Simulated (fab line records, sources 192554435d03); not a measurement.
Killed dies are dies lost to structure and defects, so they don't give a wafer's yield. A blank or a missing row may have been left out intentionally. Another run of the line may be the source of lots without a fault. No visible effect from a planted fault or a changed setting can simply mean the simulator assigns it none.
Which of the tools did it? | flow n5_finfet | 69 wafers from 23 lots sampled at 6 of the route's 1938 steps

WHAT EACH GAUGE READ, for each wafer
Not one reading of a measure or inspect step in the record can be checked against a usual standard deviation.

TOOL THAT RAN EACH LOT (tool first, then ch and the chambers of the sampled wafers, then the start)
lot  | N5_ZERO_LAYER_DESCUM_16           | N5_PMOS_HMC_CHANNEL_EPI_ETCH_38 | N5_FIN_SAQP_HM_DEP_03          | N5_FIN_SAQP_ETCH_51               | N5_FIN_SAQP_MANDREL2_REMOVE_60  | N5_STI_FIN_REVEAL_ALD_00
L074 | rie_diel-04 ch 0,1, day 1 12:52   | rie_si-02 ch 1,3, day 1 17:51   | pecvd-03 ch 0,2, day 1 21:49   | rie_diel-06 ch 1,2,3, day 1 22:44 | rie_si-04 ch 1,2, day 2 02:10   | ald_sin-02 ch 1,2, day 2 04:18
L075 | rie_diel-03 ch 1,2,3, day 1 18:55 | rie_si-05 ch 1,2, day 2 01:17   | pecvd-04 ch 0,1,2, day 2 04:20 | rie_diel-05 ch 0,1,3, day 2 05:07 | rie_si-01 ch 1,2, day 2 08:37   | ald_sin-02 ch 0,1, day 2 10:49
L076 | rie_diel-03 ch 0,1,3, day 2 00:52 | rie_si-03 ch 0,1,2, day 2 06:08 | pecvd-04 ch 0,2, day 2 09:08   | rie_diel-05 ch 0,1,2, day 2 09:56 | rie_si-01 ch 0,3, day 2 14:27   | ald_sin-03 ch 0,2,3, day 2 16:43
L077 | rie_diel-02 ch 0,1, day 2 06:42   | rie_si-02 ch 0,1,3, day 2 11:40 | pecvd-01 ch 0,1,2, day 2 14:54 | rie_diel-06 ch 0,2,3, day 2 18:06 | rie_si-01 ch 0,1,3, day 3 02:18 | ald_sin-04 ch 0,1,2, day 3 06:56
L078 | rie_diel-03 ch 0,2,3, day 2 12:48 | rie_si-03 ch 0,2, day 2 18:37   | pecvd-01 ch 0,2, day 2 21:34   | rie_diel-05 ch 1,2, day 2 22:33   | rie_si-06 ch 0,3, day 3 07:02   | ald_sin-02 ch 1,3, day 3 10:07
L079 | rie_diel-04 ch 1,2, day 2 19:21   | rie_si-03 ch 0,1, day 3 00:23   | pecvd-03 ch 0, day 3 04:04     | rie_diel-05 ch 2,3, day 3 05:08   | rie_si-01 ch 0,2,3, day 3 10:52 | ald_sin-03 ch 0,1,3, day 3 13:09
L080 | rie_diel-02 ch 0,1,3, day 3 00:42 | rie_si-03 ch 0,1,3, day 3 06:19 | pecvd-01 ch 0,1,2, day 3 10:48 | rie_diel-01 ch 0,1,2, day 3 11:44 | rie_si-06 ch 1,2,3, day 3 15:22 | ald_sin-04 ch 0,3, day 3 18:39
L081 | rie_diel-04 ch 1,3, day 3 06:50   | rie_si-05 ch 0,2,3, day 3 12:16 | pecvd-03 ch 0,1, day 3 17:03   | rie_diel-01 ch 1,3, day 3 17:50   | rie_si-04 ch 0,1, day 3 21:24   | ald_sin-03 ch 1,2, day 3 23:43
L082 | rie_diel-04 ch 2,3, day 3 12:44   | rie_si-03 ch 0,1, day 3 18:26   | pecvd-01 ch 0,1,2, day 3 22:01 | rie_diel-06 ch 2,3, day 3 23:00   | rie_si-01 ch 0,2,3, day 4 02:25 | ald_sin-02 ch 0,2,3, day 4 05:26
L083 | rie_diel-03 ch 0,2, day 3 18:48   | rie_si-05 ch 0,2,3, day 4 00:11 | pecvd-01 ch 0,1,2, day 4 03:40 | rie_diel-06 ch 0,2, day 4 04:35   | rie_si-01 ch 1,3, day 4 09:08   | ald_sin-02 ch 1,2, day 4 11:20
L084 | rie_diel-04 ch 0,1,2, day 4 00:41 | rie_si-05 ch 0,2,3, day 4 05:49 | pecvd-04 ch 0,1,2, day 4 09:31 | rie_diel-01 ch 0,2, day 4 10:26   | rie_si-04 ch 0,2,3, day 4 14:13 | ald_sin-03 ch 0,1,2, day 4 16:25
L086 | rie_diel-02 ch 0,1,2, day 4 12:48 | rie_si-02 ch 0,2,3, day 4 18:15 | pecvd-01 ch 0,2, day 4 21:36   | rie_diel-06 ch 0,1,3, day 4 22:23 | rie_si-04 ch 0,1,3, day 5 03:43 | ald_sin-03 ch 0,3, day 5 05:59
L087 | rie_diel-04 ch 1,2,3, day 4 18:49 | rie_si-02 ch 0,1,3, day 5 00:00 | pecvd-04 ch 0,1,2, day 5 04:35 | rie_diel-05 ch 0,1,3, day 5 05:29 | rie_si-01 ch 0,2, day 5 09:16   | ald_sin-04 ch 0,1,2, day 5 11:22
L088 | rie_diel-03 ch 0,1,2, day 5 01:06 | rie_si-05 ch 1,2,3, day 5 06:08 | pecvd-03 ch 0,2, day 5 09:33   | rie_diel-01 ch 1,3, day 5 10:25   | rie_si-04 ch 0,1,2, day 5 14:02 | ald_sin-02 ch 0,1,3, day 5 16:39
L089 | rie_diel-02 ch 0,1,3, day 5 07:31 | rie_si-03 ch 1,2, day 5 12:53   | pecvd-01 ch 0,1,2, day 5 16:25 | rie_diel-01 ch 0,1,3, day 5 17:32 | rie_si-01 ch 1,2, day 5 21:19   | ald_sin-03 ch 2,3, day 5 23:59
L090 | rie_diel-03 ch 0,1, day 5 12:41   | rie_si-05 ch 0,1,2, day 5 18:31 | pecvd-01 ch 0,1, day 5 22:20   | rie_diel-06 ch 0,1,3, day 5 23:16 | rie_si-04 ch 2,3, day 6 03:50   | ald_sin-02 ch 2,3, day 6 06:13
L091 | rie_diel-04 ch 1,2,3, day 5 18:48 | rie_si-05 ch 2,3, day 6 00:16   | pecvd-04 ch 0,1,2, day 6 04:43 | rie_diel-05 ch 0,1, day 6 05:36   | rie_si-04 ch 0,2,3, day 6 09:22 | ald_sin-02 ch 0,1, day 6 11:34
L092 | rie_diel-04 ch 1,2,3, day 6 00:48 | rie_si-05 ch 1,2,3, day 6 06:01 | pecvd-01 ch 0,1,2, day 6 09:05 | rie_diel-01 ch 0,1,3, day 6 09:52 | rie_si-01 ch 0,1,2, day 6 13:50 | ald_sin-03 ch 1,2,3, day 6 17:46
L093 | rie_diel-03 ch 0,1,3, day 6 06:46 | rie_si-05 ch 0,2,3, day 6 12:23 | pecvd-04 ch 1,2, day 6 16:58   | rie_diel-05 ch 1,2,3, day 6 18:05 | rie_si-04 ch 0,1, day 6 23:26   | ald_sin-02 ch 1,2,3, day 7 01:48
L094 | rie_diel-02 ch 0,3, day 6 12:41   | rie_si-03 ch 1,3, day 6 18:20   | pecvd-04 ch 0,2, day 6 23:10   | rie_diel-05 ch 0,2,3, day 6 23:59 | rie_si-04 ch 0,2,3, day 7 04:16 | ald_sin-02 ch 0,2,3, day 7 07:22
L095 | rie_diel-04 ch 0,3, day 6 18:41   | rie_si-02 ch 0,1, day 6 23:42   | pecvd-03 ch 0,1, day 7 03:36   | rie_diel-06 ch 0,2,3, day 7 04:35 | rie_si-06 ch 0,2,3, day 7 08:02 | ald_sin-04 ch 2,3, day 7 10:46
L096 | rie_diel-03 ch 0,2,3, day 7 00:53 | rie_si-02 ch 1,3, day 7 05:55   | pecvd-04 ch 0,2, day 7 09:09   | rie_diel-06 ch 0,2,3, day 7 10:17 | rie_si-06 ch 0,1,2, day 7 13:54 | ald_sin-03 ch 1,2, day 7 16:52
L097 | rie_diel-02 ch 0,2,3, day 7 06:41 | rie_si-05 ch 0,1,3, day 7 11:22 | pecvd-03 ch 0,2, day 7 14:13   | rie_diel-01 ch 1,2,3, day 7 15:01 | rie_si-06 ch 0,1, day 7 19:10   | ald_sin-02 ch 0,2, day 7 21:25
- N5_ZERO_LAYER_DESCUM_16: chemistry O2, time 7.9 s.
- N5_PMOS_HMC_CHANNEL_EPI_ETCH_38: etches SiO2 in CF4, target depth 1.5 nm.
- N5_FIN_SAQP_HM_DEP_03: deposits SiNx from SiH4/NH3/N2, target thk 38 nm, time 33.6 s.
- N5_FIN_SAQP_ETCH_51: etches SiARC in CF4, target depth 45.5 nm, time 75.8 s.
- N5_FIN_SAQP_MANDREL2_REMOVE_60: chemistry HBr/Cl2/O2, target a-Si, stops on SiNx, bt time 10 s.
- N5_STI_FIN_REVEAL_ALD_00: deposits SiO2, target thk 1 nm, pulse time 1 s.

AS READ BY THE TOOLS THEMSELVES (means over the sampled wafers that have a number; for cases with no such wafer, the mark the record gives instead)
N5_ZERO_LAYER_DESCUM_16. Usual: drypump_motor_current_A 5.8 A, standard deviation 0.45; oes_product_au 0.79 a.u., standard deviation 0.074; rf_vpp_V 243.8 V, standard deviation 1.3; showerhead_plenum_p_Torr 2.13 Torr, standard deviation 0.067; throttle_valve_pct 20.4 %, standard deviation 0.31.
lot  | tool        | drypump_motor_current_A (A) | oes_product_au (a.u.) | rf_vpp_V (V) | showerhead_plenum_p_Torr (Torr) | throttle_valve_pct (%) | flag
L074 | rie_diel-04 | 6.1                         | 0.78                  | 244.3        | 2.15                            | 20.2                   |
L075 | rie_diel-03 | 5.6                         | 0.78                  | 241.8        | 2.04                            | 20.5                   |
L076 | rie_diel-03 | 5.8                         | 0.76                  | 242.5        | 2.03                            | 20.5                   |
L077 | rie_diel-02 | 5.3                         | 0.87                  | 244.1        | 2.11                            | 20.1                   |
L078 | rie_diel-03 | 5.5                         | 0.78                  | 243.0        | 2.07                            | 20.5                   |
L079 | rie_diel-04 | 5.9                         | 0.77                  | 244.8        | 2.20                            | 20.5                   |
L080 | rie_diel-02 | 5.7                         | 0.78                  | 243.6        | 2.06                            | 20.4                   |
L081 | rie_diel-04 | 5.9                         | 0.73                  | 244.0        | 2.17                            | 20.2                   |
L082 | rie_diel-04 | 5.7                         | 0.73                  | 244.4        | 2.18                            | 20.4                   |
L083 | rie_diel-03 | 5.3                         | 0.82                  | 244.5        | 2.12                            | 20.5                   |
L084 | rie_diel-04 | 5.9                         | 0.76                  | 243.6        | 2.16                            | 20.5                   |
L086 | rie_diel-02 | 5.7                         | 0.78                  | 244.2        | 2.11                            | 20.2                   |
L087 | rie_diel-04 | 5.9                         | 0.74                  | 244.7        | 2.18                            | 20.4                   |
L088 | rie_diel-03 | 5.6                         | 0.79                  | 242.6        | 2.08                            | 20.5                   |
L089 | rie_diel-02 | 5.7                         | 0.86                  | 244.3        | 2.14                            | 20.3                   |
L090 | rie_diel-03 | 5.9                         | 0.77                  | 242.1        | 2.07                            | 20.4                   |
L091 | rie_diel-04 | 5.9                         | 0.73                  | 245.0        | 2.18                            | 20.4                   |
L092 | rie_diel-04 | 5.9                         | 0.74                  | 243.7        | 2.18                            | 20.4                   |
L093 | rie_diel-03 | 5.8                         | 0.81                  | 244.1        | 2.11                            | 20.4                   |
L094 | rie_diel-02 | 5.6                         | 0.79                  | 244.2        | 2.12                            | 20.6                   |
L095 | rie_diel-04 | 5.6                         | 0.72                  | 243.5        | 2.11                            | 20.6                   |
L096 | rie_diel-03 | 5.5                         | 0.83                  | 243.9        | 2.15                            | 20.4                   |
L097 | rie_diel-02 | 6.1                         | 0.87                  | 243.5        | 2.14                            | 20.2                   |

N5_PMOS_HMC_CHANNEL_EPI_ETCH_38. Usual: drypump_motor_current_A 5.9 A, standard deviation 0.45; oes_product_au 0.991 a.u., standard deviation 0.019; throttle_valve_pct 21.86 %, standard deviation 0.25.
lot  | tool      | drypump_motor_current_A (A) | oes_product_au (a.u.) | throttle_valve_pct (%) | flag
L074 | rie_si-02 | 6.4                         | 0.981                 | 21.79                  |
L075 | rie_si-05 | 6.0                         | 0.978                 | 21.84                  |
L076 | rie_si-03 | 5.4                         | 1.002                 | 22.15                  |
L077 | rie_si-02 | 6.3                         | 0.988                 | 21.82                  |
L078 | rie_si-03 | 5.3                         | 1.012                 | 22.13                  |
L079 | rie_si-03 | 5.5                         | 0.999                 | 22.16                  |
L080 | rie_si-03 | 5.7                         | 0.986                 | 22.05                  |
L081 | rie_si-05 | 6.0                         | 0.987                 | 21.83                  |
L082 | rie_si-03 | 5.8                         | 0.992                 | 22.10                  |
L083 | rie_si-05 | 6.1                         | 0.983                 | 21.83                  |
L084 | rie_si-05 | 6.0                         | 0.990                 | 21.83                  |
L086 | rie_si-02 | 6.3                         | 1.009                 | 21.75                  |
L087 | rie_si-02 | 6.3                         | 0.994                 | 21.82                  |
L088 | rie_si-05 | 6.0                         | 0.976                 | 21.68                  |
L089 | rie_si-03 | 5.0                         | 1.014                 | 22.22                  |
L090 | rie_si-05 | 5.9                         | 0.985                 | 21.79                  |
L091 | rie_si-05 | 6.1                         | 0.984                 | 21.74                  |
L092 | rie_si-05 | 6.0                         | 0.983                 | 21.69                  |
L093 | rie_si-05 | 6.0                         | 0.996                 | 21.84                  |
L094 | rie_si-03 | 5.3                         | 0.990                 | 22.12                  |
L095 | rie_si-02 | 6.3                         | 0.988                 | 21.83                  |
L096 | rie_si-02 | 6.3                         | 0.978                 | 21.72                  |
L097 | rie_si-05 | 5.9                         | 0.986                 | 21.63                  |

N5_FIN_SAQP_HM_DEP_03. Usual: heater_power_w 788 W, standard deviation 110; showerhead_plenum_p_Torr 5.11 Torr, standard deviation 0.068; throttle_valve_pct 39.5 %, standard deviation 1.6.
lot  | tool     | heater_power_w (W) | showerhead_plenum_p_Torr (Torr) | throttle_valve_pct (%) | flag
L074 | pecvd-03 | 731                | 5.13                            | 40.0                   |
L075 | pecvd-04 | 869                | 5.07                            | 39.1                   |
L076 | pecvd-04 | 845                | 5.08                            | 39.9                   |
L077 | pecvd-01 | 728                | 5.10                            | 39.2                   |
L078 | pecvd-01 | 874                | 5.16                            | 38.5                   |
L079 | pecvd-03 | 612                | 5.09                            | 42.1                   |
L080 | pecvd-01 | 763                | 5.11                            | 39.4                   |
L081 | pecvd-03 | 634                | 5.12                            | 41.4                   |
L082 | pecvd-01 | 746                | 5.12                            | 39.3                   |
L083 | pecvd-01 | 725                | 5.12                            | 39.4                   |
L084 | pecvd-04 | 852                | 5.06                            | 39.4                   |
L086 | pecvd-01 | 862                | 5.17                            | 38.8                   |
L087 | pecvd-04 | 837                | 5.07                            | 39.5                   |
L088 | pecvd-03 | 821                | 5.19                            | 38.4                   |
L089 | pecvd-01 | 763                | 5.12                            | 39.5                   |
L090 | pecvd-01 | 739                | 5.08                            | 40.7                   |
L091 | pecvd-04 | 916                | 5.06                            | 39.6                   |
L092 | pecvd-01 | 781                | 5.11                            | 39.7                   |
L093 | pecvd-04 | 807                | 5.05                            | 38.9                   |
L094 | pecvd-04 | 881                | 5.08                            | 40.5                   |
L095 | pecvd-03 | 696                | 5.13                            | 40.6                   |
L096 | pecvd-04 | 947                | 5.04                            | 40.6                   |
L097 | pecvd-03 | 713                | 5.13                            | 40.3                   |

N5_FIN_SAQP_ETCH_51. Usual: drypump_motor_current_A 5.7 A, standard deviation 0.42; etch_rf_on_time_s 76.4 s, standard deviation 1.7; mfc_ar_sccm 100.0 sccm, standard deviation 0.31; oes_product_au 0.65 a.u., standard deviation 0.038; rf_vpp_V 183.9 V, standard deviation 1.3; showerhead_plenum_p_Torr 2.13 Torr, standard deviation 0.083; throttle_valve_pct 15.68 %, standard deviation 0.19.
lot  | tool        | drypump_motor_current_A (A) | etch_rf_on_time_s (s) | mfc_ar_sccm (sccm) | oes_product_au (a.u.) | rf_vpp_V (V) | showerhead_plenum_p_Torr (Torr) | throttle_valve_pct (%) | flag
L074 | rie_diel-06 | 5.7                         | 73.8                  | 99.9               | 0.68                  | 183.8        | 2.15                            | 15.71                  |
L075 | rie_diel-05 | 5.7                         | 75.9                  | 100.4              | 0.65                  | 182.8        | 2.06                            | 15.77                  |
L076 | rie_diel-05 | 5.8                         | 76.0                  | 99.8               | 0.64                  | 182.1        | 2.03                            | 15.78                  |
L077 | rie_diel-06 | 5.8                         | 76.1                  | 100.0              | 0.68                  | 185.3        | 2.18                            | 15.57                  |
L078 | rie_diel-05 | 6.2                         | 75.8                  | 100.1              | 0.60                  | 183.5        | 2.05                            | 15.89                  |
L079 | rie_diel-05 | 5.3                         | 77.5                  | 100.2              | 0.62                  | 183.0        | 2.08                            | 15.62                  |
L080 | rie_diel-01 | 6.0                         | 75.8                  | 100.1              | 0.66                  | 185.0        | 2.17                            | 15.56                  |
L081 | rie_diel-01 | 5.8                         | 76.6                  | 99.9               | 0.64                  | 183.8        | 2.14                            | 15.75                  |
L082 | rie_diel-06 | 5.7                         | 75.5                  | 100.2              | 0.67                  | 183.2        | 2.18                            | 15.65                  |
L083 | rie_diel-06 | 5.9                         | 77.4                  | 99.8               | 0.66                  | 184.1        | 2.17                            | 15.55                  |
L084 | rie_diel-01 | 5.8                         | 76.2                  | 99.6               | 0.68                  | 184.3        | 2.18                            | 15.39                  |
L086 | rie_diel-06 | 5.9                         | 75.9                  | 100.1              | 0.67                  | 185.2        | 2.21                            | 15.71                  |
L087 | rie_diel-05 | 5.7                         | 75.7                  | 99.7               | 0.63                  | 183.0        | 2.05                            | 15.83                  |
L088 | rie_diel-01 | 5.8                         | 77.1                  | 100.6              | 0.63                  | 185.0        | 2.14                            | 15.78                  |
L089 | rie_diel-01 | 5.6                         | 77.7                  | 99.9               | 0.64                  | 184.0        | 2.15                            | 15.59                  |
L090 | rie_diel-06 | 5.8                         | 76.6                  | 99.8               | 0.66                  | 183.9        | 2.21                            | 15.73                  |
L091 | rie_diel-05 | 5.7                         | 76.2                  | 99.8               | 0.63                  | 182.6        | 2.00                            | 15.89                  |
L092 | rie_diel-01 | 5.6                         | 77.5                  | 99.8               | 0.65                  | 184.0        | 2.14                            | 15.62                  |
L093 | rie_diel-05 | 5.7                         | 76.2                  | 100.5              | 0.60                  | 183.6        | 2.07                            | 15.81                  |
L094 | rie_diel-05 | 5.3                         | 77.6                  | 100.1              | 0.62                  | 183.9        | 2.05                            | 15.71                  |
L095 | rie_diel-06 | 5.8                         | 76.7                  | 100.1              | 0.65                  | 184.4        | 2.17                            | 15.63                  |
L096 | rie_diel-06 | 5.8                         | 77.7                  | 100.0              | 0.65                  | 184.2        | 2.17                            | 15.64                  |
L097 | rie_diel-01 | 5.9                         | 77.6                  | 99.6               | 0.60                  | 184.8        | 2.15                            | 15.73                  |

N5_FIN_SAQP_MANDREL2_REMOVE_60. Usual: drypump_motor_current_A 5.5 A, standard deviation 0.4; oes_product_au 1.007 a.u., standard deviation 0.021; throttle_valve_pct 36.76 %, standard deviation 0.3.
lot  | tool      | drypump_motor_current_A (A) | oes_product_au (a.u.) | throttle_valve_pct (%) | flag
L074 | rie_si-04 | 5.1                         | 1.024                 | 36.52                  |
L075 | rie_si-01 | 5.3                         | 1.019                 | 36.62                  |
L076 | rie_si-01 | 5.8                         | 0.987                 | 36.66                  |
L077 | rie_si-01 | 5.6                         | 0.993                 | 36.67                  |
L078 | rie_si-06 | 5.6                         | 1.009                 | 37.30                  |
L079 | rie_si-01 | 5.5                         | 1.007                 | 36.81                  |
L080 | rie_si-06 | 5.8                         | 1.015                 | 36.80                  |
L081 | rie_si-04 | 5.7                         | 1.007                 | 36.69                  |
L082 | rie_si-01 | 5.5                         | 0.998                 | 36.81                  |
L083 | rie_si-01 | 5.4                         | 0.993                 | 36.85                  |
L084 | rie_si-04 | 5.8                         | 1.018                 | 36.75                  |
L086 | rie_si-04 | 5.8                         | 1.005                 | 36.69                  |
L087 | rie_si-01 | 5.4                         | 1.025                 | 36.76                  |
L088 | rie_si-04 | 5.4                         | 1.009                 | 36.60                  |
L089 | rie_si-01 | 5.3                         | 1.017                 | 36.62                  |
L090 | rie_si-04 | 5.9                         | 1.016                 | 36.74                  |
L091 | rie_si-04 | 5.7                         | 1.031                 | 36.74                  |
L092 | rie_si-01 | 5.5                         | 1.007                 | 36.62                  |
L093 | rie_si-04 | 5.4                         | 0.989                 | 36.55                  |
L094 | rie_si-04 | 5.8                         | 1.026                 | 36.74                  |
L095 | rie_si-06 | 5.6                         | 0.995                 | 36.92                  |
L096 | rie_si-06 | 5.7                         | 0.990                 | 36.70                  |
L097 | rie_si-06 | 5.8                         | 0.994                 | 36.84                  |

N5_STI_FIN_REVEAL_ALD_00. Usual: heater_power_w 462 W, standard deviation 49; precursor_pulse_height_rel 1.000, standard deviation 0.021.
lot  | tool       | heater_power_w (W) | precursor_pulse_height_rel | flag
L074 | ald_sin-02 | 458                | 0.994                      |
L075 | ald_sin-02 | 425                | 0.986                      |
L076 | ald_sin-03 | 466                | 0.991                      |
L077 | ald_sin-04 | 500                | 1.001                      |
L078 | ald_sin-02 | 416                | 1.002                      |
L079 | ald_sin-03 | 462                | 1.002                      |
L080 | ald_sin-04 | 537                | 0.982                      |
L081 | ald_sin-03 | 417                | 1.012                      |
L082 | ald_sin-02 | 450                | 1.003                      |
L083 | ald_sin-02 | 438                | 0.998                      |
L084 | ald_sin-03 | 448                | 0.980                      |
L086 | ald_sin-03 | 499                | 0.993                      |
L087 | ald_sin-04 | 506                | 1.018                      |
L088 | ald_sin-02 | 415                | 0.995                      |
L089 | ald_sin-03 | 439                | 0.993                      |
L090 | ald_sin-02 | 445                | 0.994                      |
L091 | ald_sin-02 | 435                | 0.980                      |
L092 | ald_sin-03 | 429                | 1.015                      |
L093 | ald_sin-02 | 439                | 1.007                      |
L094 | ald_sin-02 | 445                | 0.997                      |
L095 | ald_sin-04 | 567                | 1.002                      |
L096 | ald_sin-03 | 419                | 1.012                      |
L097 | ald_sin-02 | 455                | 0.977                      |

THE ANSWER, worked out from the rows above alone
Rule: lot off if the mean of its wafers having a number is beyond 3 standard deviations from the usual mean. Also off: a lot with no number at a reading for which 4 or more lots have one. All remaining lots with rows at the step are treated as sound. Order of review: gauges by route order, followed by the tools' own readings, for which a lot's mean as printed above is used. The first step at which some lot is off is used, and at that step the reading that is off furthest; a lot without a number counts as furthest.
No lot is off on any of the readings shown, so nothing can be concluded from this.

WHAT HAD BEEN PUT IN BY THE SIMULATOR
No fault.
